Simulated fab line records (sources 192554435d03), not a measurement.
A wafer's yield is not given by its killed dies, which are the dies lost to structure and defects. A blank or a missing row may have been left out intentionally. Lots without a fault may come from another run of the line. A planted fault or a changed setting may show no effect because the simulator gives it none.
Lot-split experiment || flow n5Finfet || route with 1938 steps; 7 lots, 21 wafers read

## THE SPLIT
At N5_BEOL_M2_COAT_67 (time 60 s, resist thk 60 nm), the setting spinRpm was moved away from the recipe's 1500 rpm on 7 of the 21 wafers read, by -10.8% to +6.0%. All remaining wafers had this setting at the recipe value.

## FROM THE SPLIT TO THE READING: what the file shows between them, 11 steps
- N5_BEOL_M2_COAT_22: resist thk 30 nm (also split here: spinRpm)
- N5_BEOL_M2_EBR_24
- N5_BEOL_M2_SOFTBAKE_23: time 60 s
- N5_BEOL_M2_DESCUM_33: chemistry O2, time 7 s
- N5_BEOL_M2_ETCH_77: etches underlayer in N2/H2, target depth 6.5 nm, time 5.2 s
- N5_BEOL_M2_ETCH_69: etches SiARC in CF4, target depth 15.6 nm, time 26 s
- N5_BEOL_M2_ALD_98: deposits SiO2, target thk 2.5 nm, pulse time 1 s, co reactant pulse time 1 s
- N5_BEOL_M2_ETCHBACK_99: etches SiO2 in CHF3, target depth 5 nm, time 10.4 s
- N5_BEOL_M2_ETCH_70: etches SOC in N2/H2, target depth 80 nm, overetch 24 nm, time 130 s
- N5_BEOL_M2_STRIP_71: strips in N2/H2
- N5_BEOL_M2_STRIP_78: strips in N2/H2

## THE READING
SOC_of_BEOL_M2_COAT_67.thkNm (the simulator's own value, which no gauge read), in nm, at N5_BEOL_M2_VIA_ETCH_34 (etches the open film in C4F6/O2, target depth 69.4 nm, time 65.9 s). No usual value for it is given in the file. Here, 14 wafers ran the recipe; their average is 51.8 nm with a standard deviation of 0.26 nm.

{"wafer": "L079.1", "tool, chamber at the split": "lithoTrack-01, 0", "spinRpm as run, rpm": 1590, "against the recipe": "+6.0%", "SOC_of_BEOL_M2_COAT_67.thkNm, nm": 49.8, "against lot-mates on the recipe": -1.8}
{"wafer": "L079.6", "tool, chamber at the split": "lithoTrack-01, 0", "spinRpm as run, rpm": 1590, "against the recipe": "+6.0%", "SOC_of_BEOL_M2_COAT_67.thkNm, nm": 49.8, "against lot-mates on the recipe": -1.8}
{"wafer": "L079.4", "tool, chamber at the split": "lithoTrack-01, 0", "spinRpm as run, rpm": 1500, "against the recipe": "recipe", "SOC_of_BEOL_M2_COAT_67.thkNm, nm": 51.6, "against lot-mates on the recipe": "-"}
{"wafer": "L084.2", "tool, chamber at the split": "lithoTrack-02, 0", "spinRpm as run, rpm": 1420, "against the recipe": "-5.3%", "SOC_of_BEOL_M2_COAT_67.thkNm, nm": 53.4, "against lot-mates on the recipe": "+1.8"}
{"wafer": "L084.3", "tool, chamber at the split": "lithoTrack-02, 0", "spinRpm as run, rpm": 1500, "against the recipe": "recipe", "SOC_of_BEOL_M2_COAT_67.thkNm, nm": 51.8, "against lot-mates on the recipe": "-"}
{"wafer": "L084.4", "tool, chamber at the split": "lithoTrack-02, 0", "spinRpm as run, rpm": 1500, "against the recipe": "recipe", "SOC_of_BEOL_M2_COAT_67.thkNm, nm": 51.4, "against lot-mates on the recipe": "-"}
{"wafer": "L086.1", "tool, chamber at the split": "lithoTrack-04, 0", "spinRpm as run, rpm": 1500, "against the recipe": "recipe", "SOC_of_BEOL_M2_COAT_67.thkNm, nm": 51.4, "against lot-mates on the recipe": "-"}
{"wafer": "L086.3", "tool, chamber at the split": "lithoTrack-04, 0", "spinRpm as run, rpm": 1338, "against the recipe": "-10.8%", "SOC_of_BEOL_M2_COAT_67.thkNm, nm": 55, "against lot-mates on the recipe": "+3.4"}
{"wafer": "L086.4", "tool, chamber at the split": "lithoTrack-04, 0", "spinRpm as run, rpm": 1500, "against the recipe": "recipe", "SOC_of_BEOL_M2_COAT_67.thkNm, nm": 51.8, "against lot-mates on the recipe": "-"}
{"wafer": "L088.2", "tool, chamber at the split": "lithoTrack-02, 0", "spinRpm as run, rpm": 1500, "against the recipe": "recipe", "SOC_of_BEOL_M2_COAT_67.thkNm, nm": 51.6, "against lot-mates on the recipe": "-"}
{"wafer": "L088.4", "tool, chamber at the split": "lithoTrack-02, 0", "spinRpm as run, rpm": 1406, "against the recipe": "-6.3%", "SOC_of_BEOL_M2_COAT_67.thkNm, nm": 53.8, "against lot-mates on the recipe": "+2.1"}
{"wafer": "L088.6", "tool, chamber at the split": "lithoTrack-02, 0", "spinRpm as run, rpm": 1500, "against the recipe": "recipe", "SOC_of_BEOL_M2_COAT_67.thkNm, nm": 51.8, "against lot-mates on the recipe": "-"}
{"wafer": "L096.3", "tool, chamber at the split": "lithoTrack-04, 0", "spinRpm as run, rpm": 1500, "against the recipe": "recipe", "SOC_of_BEOL_M2_COAT_67.thkNm, nm": 51.8, "against lot-mates on the recipe": "-"}
{"wafer": "L096.5", "tool, chamber at the split": "lithoTrack-04, 0", "spinRpm as run, rpm": 1500, "against the recipe": "recipe", "SOC_of_BEOL_M2_COAT_67.thkNm, nm": 52.2, "against lot-mates on the recipe": "-"}
{"wafer": "L096.6", "tool, chamber at the split": "lithoTrack-04, 0", "spinRpm as run, rpm": 1364, "against the recipe": "-9.1%", "SOC_of_BEOL_M2_COAT_67.thkNm, nm": 54.8, "against lot-mates on the recipe": "+2.8"}
{"wafer": "L095.1", "tool, chamber at the split": "lithoTrack-01, 0", "spinRpm as run, rpm": 1500, "against the recipe": "recipe", "SOC_of_BEOL_M2_COAT_67.thkNm, nm": 52.2, "against lot-mates on the recipe": "-"}
{"wafer": "L095.6", "tool, chamber at the split": "lithoTrack-01, 0", "spinRpm as run, rpm": 1500, "against the recipe": "recipe", "SOC_of_BEOL_M2_COAT_67.thkNm, nm": 52.2, "against lot-mates on the recipe": "-"}
{"wafer": "L095.3", "tool, chamber at the split": "lithoTrack-01, 0", "spinRpm as run, rpm": 1418, "against the recipe": "-5.5%", "SOC_of_BEOL_M2_COAT_67.thkNm, nm": 53.6, "against lot-mates on the recipe": "+1.4"}
{"wafer": "L097.2", "tool, chamber at the split": "lithoTrack-01, 0", "spinRpm as run, rpm": 1500, "against the recipe": "recipe", "SOC_of_BEOL_M2_COAT_67.thkNm, nm": 52, "against lot-mates on the recipe": "-"}
{"wafer": "L097.5", "tool, chamber at the split": "lithoTrack-01, 0", "spinRpm as run, rpm": 1500, "against the recipe": "recipe", "SOC_of_BEOL_M2_COAT_67.thkNm, nm": 51.8, "against lot-mates on the recipe": "-"}
{"wafer": "L097.6", "tool, chamber at the split": "lithoTrack-01, 0", "spinRpm as run, rpm": 1500, "against the recipe": "recipe", "SOC_of_BEOL_M2_COAT_67.thkNm, nm": 51.6, "against lot-mates on the recipe": "-"}

THE FIT
A straight line over all 21 wafers: SOC_of_BEOL_M2_COAT_67.thkNm changes by -0.318 nm for each +1% of spinRpm; r = -0.98; the points scatter about the line by 0.24 nm.
The same after taking each lot's own level away (the mean of its wafers on the recipe; 21 wafers): -0.309 nm for each +1%; r = -0.99; scatter 0.16 nm.
The reading moves by 3.3 nm for the largest change in spinRpm, on that fit.
From 51.60 to 52.20 nm: that is the span of the lots' own levels, equal to 2.3 times the standard deviation above.
Hence the lot-to-lot level has little effect on the slope; both slopes agree.
Check: for one of the wafers moved furthest among these (-10.8%), held out of the fit, the line's prediction against its lot-mates is +3.32 nm. It came out at +3.4 nm against them.

## OTHER SPLITS ON THESE WAFERS
These wafers also went through other splits before the reading. Each is held against what the fit with the lots' levels taken away leaves over:
{"other split on the same wafers": "N5_BEOL_M2_EXPOSE_08 doseMj", "wafers away from the commonest value": 7, "r with SOC_of_BEOL_M2_COAT_67.thkNm (lot level and that fit taken away)": "+0.35"}
{"other split on the same wafers": "N5_BEOL_M2_COAT_22 spinRpm", "wafers away from the commonest value": 4, "r with SOC_of_BEOL_M2_COAT_67.thkNm (lot level and that fit taken away)": -0.28}

## THE WHOLE CHAIN: every reading that the file lists as answering this split, in the file's order
{"step": "N5_BEOL_M2_COAT_67", "what it does": "time 60 s, resist thk 60 nm", "reading": "SOC_of_BEOL_M2_COAT_67.thkNm (the simulator's own value, which no gauge read)", "change (the file's fit)": "-0.304 nm for each +1% of the setting", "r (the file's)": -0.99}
{"step": "N5_BEOL_M2_ETCH_70", "what it does": "etches SOC in N2/H2, target depth 80 nm, overetch 24 nm, time 130 s", "reading": "etch.depthNm (the simulator's own value, which no gauge read)", "change (the file's fit)": "-0.302 nm for each +1% of the setting", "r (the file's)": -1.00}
{"step": "N5_BEOL_M2_VIA_ETCH_34", "what it does": "etches the open film in C4F6/O2, target depth 69.4 nm, time 65.9 s", "reading": "SOC_of_BEOL_M2_COAT_67.thkNm (the simulator's own value, which no gauge read)", "change (the file's fit)": "-0.311 nm for each +1% of the setting", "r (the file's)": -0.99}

## THE FILE'S OWN FIT
SOC_of_BEOL_M2_COAT_67.thkNm changes by -0.311 nm for each +1% of spinRpm, r = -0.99.
